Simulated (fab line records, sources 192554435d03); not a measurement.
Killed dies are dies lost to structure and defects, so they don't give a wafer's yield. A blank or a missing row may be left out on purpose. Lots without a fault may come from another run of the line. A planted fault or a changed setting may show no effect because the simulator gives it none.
One fault seen from 2 desks | flow n5_finfet | each desk has only its own numbers; what lay behind them comes last

THE TOOL OWNER'S DESK: rie_diel-06
The tool's own readings at N5_BEOL_M10_VIA_ETCH_34 (etches SiCOH lowk in C4F6/O2, target depth 184.5 nm, time 69.2 s): means of the sampled wafers that have a number, for each lot that ran on this tool. A lot is out of limits, marked OUT, if its mean lies more than 4 standard deviations from the usual mean; the brackets give that distance.
Columns: A = bias_w at N5_BEOL_M10_VIA_ETCH_34, usual 185.0 W; B = drypump_motor_current_A at N5_BEOL_M10_VIA_ETCH_34, usual 5.7 A; C = oes_product_au at N5_BEOL_M10_VIA_ETCH_34, usual 0.75 a.u.; D = rf_vpp_V at N5_BEOL_M10_VIA_ETCH_34, usual 663 V; E = run_length_s at N5_BEOL_M10_VIA_ETCH_34, usual 92.6 s; F = showerhead_plenum_p_Torr at N5_BEOL_M10_VIA_ETCH_34, usual 2.88 Torr; G = throttle_valve_pct at N5_BEOL_M10_VIA_ETCH_34, usual 21.02 %
lot  | first seen here | A     | B   | C    | D   | E              | F    | G
L206 | day 9 18:48     | 185.3 | 5.9 | 0.72 | 659 | 92.9           | 2.87 | 21.13
L211 | day 11 08:41    | 185.1 | 5.9 | 0.74 | 655 | 92.4           | 2.85 | 21.12
L222 | day 13 19:28    | 184.6 | 6.1 | 0.73 | 660 | 98.3 (+12) OUT | 2.84 | 21.29
This desk's finding: out of limits on L222; first on L222, day 13 19:28 (run_length_s at N5_BEOL_M10_VIA_ETCH_34). In limits: L206, L211.

THE METROLOGY DESK
What the gauges read, lot by lot, whatever tool the lot ran on: means of the sampled wafers that have a number. A lot is out of limits, marked OUT, if its mean lies more than 4 standard deviations from the usual mean; the brackets give that distance.
Columns: A = M10_OVL at N5_BEOL_M10_OVL_MEAS_12, usual -0.3 nm
lot  | first seen here | A
L207 | day 9 17:07     | -0.9
L206 | day 9 17:26     | 0.1
L209 | day 10 16:47    | -0.4
L210 | day 10 21:52    | 0.3
L212 | day 11 05:43    | 0.2
L211 | day 11 06:20    | 0.8
L214 | day 11 11:09    | 0.2
L222 | day 13 16:52    | -1.4
L226 | day 14 19:02    | -0.0
L227 | day 15 02:59    | -0.5
L229 | day 15 11:17    | 0.4
This desk's finding: nothing out of limits on any of the 11 lots.

PUT TOGETHER
The tool owner's desk could have raised an alarm at day 13 19:28, on L222.
The metrology desk saw nothing out of limits.
The metrology desk has L222 on record, within its limits.
Of the lots named, all ran N5_BEOL_M10_VIA_ETCH_34 on rie_diel-06.

WHAT THE SIMULATOR HAD PUT IN
Process parameter drift: rie_diel-06, from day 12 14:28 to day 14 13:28, at N5_BEOL_M10_VIA_ETCH_34. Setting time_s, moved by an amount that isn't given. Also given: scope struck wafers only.
Lots struck among those shown: L222.
Hours from the fault's start to each desk's first reading out of limits: the tool owner's desk, 29.
